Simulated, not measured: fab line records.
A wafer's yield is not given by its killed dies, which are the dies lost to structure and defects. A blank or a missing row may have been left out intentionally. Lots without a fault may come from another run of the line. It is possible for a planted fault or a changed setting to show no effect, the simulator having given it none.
Chamber matching + flow n5-finfet + N5_BEOL_M7_ETCH_62 on rie-diel-01 has 4 sister chambers
The step etches SOC in N2/H2, target depth 110 nm, overetch 22 nm, time 165 s. 8 wafers are shown with their chamber, then 10 later ones without.

WAFERS, EACH WITH ITS CHAMBER
| wafer  | chamber | drypump-motor-current-A (A) | showerhead-plenum-p-Torr (Torr) |
|--------|---------|-----------------------------|---------------------------------|
| L079.5 | 0       | 5.8                         | 2.65                            |
| L085.4 | 0       | 5.7                         | 2.64                            |
| L085.5 | 3       | 4.7                         | 2.46                            |
| L088.1 | 1       | 5.8                         | 2.43                            |
| L088.4 | 2       | 4.9                         | 2.46                            |
| L088.5 | 2       | 5.0                         | 2.46                            |
| L090.3 | 3       | 4.7                         | 2.45                            |
| L090.4 | 1       | 5.8                         | 2.43                            |

WAFERS WHOSE CHAMBER IS MISSING
| wafer  | drypump-motor-current-A (A) | showerhead-plenum-p-Torr (Torr) |
|--------|-----------------------------|---------------------------------|
| L090.6 | 4.9                         | 2.46                            |
| L092.1 | 4.7                         | 2.45                            |
| L092.2 | 5.7                         | 2.63                            |
| L092.3 | 5.8                         | 2.42                            |
| L093.3 | 5.0                         | 2.46                            |
| L093.4 | 5.7                         | 2.63                            |
| L093.6 | 5.7                         | 2.42                            |
| L094.1 | 5.8                         | 2.42                            |
| L094.4 | 4.7                         | 2.45                            |
| L094.6 | 4.9                         | 2.46                            |

WHICH CHAMBER EACH ONE RAN IN
| wafer  | from the rows above | in truth |
|--------|---------------------|----------|
| L090.6 | 2                   | 2        |
| L092.1 | 3                   | 3        |
| L092.2 | 0                   | 0        |
| L092.3 | 1                   | 1        |
| L093.3 | 2                   | 2        |
| L093.4 | 0                   | 0        |
| L093.6 | 1                   | 1        |
| L094.1 | 1                   | 1        |
| L094.4 | 3                   | 3        |
| L094.6 | 2                   | 2        |
10 of 10 placed correctly. From these rows, 0 cannot be placed. Wrongly placed: 0.
How it was worked out, from the rows above alone: a wafer's distance from a chamber is the root of the sum, over the readings, of the square of ((its reading less the chamber's mean) divided by the reading's scatter). The wafer belongs to the nearest chamber; if the next one is less than 2 further off, it can't be placed. The mean given for a chamber averages the wafers shown for that chamber. The scatter: take each reading less its chamber's mean, square it, sum over the shown wafers, divide by the number of wafers less the number of chambers, and take the root.
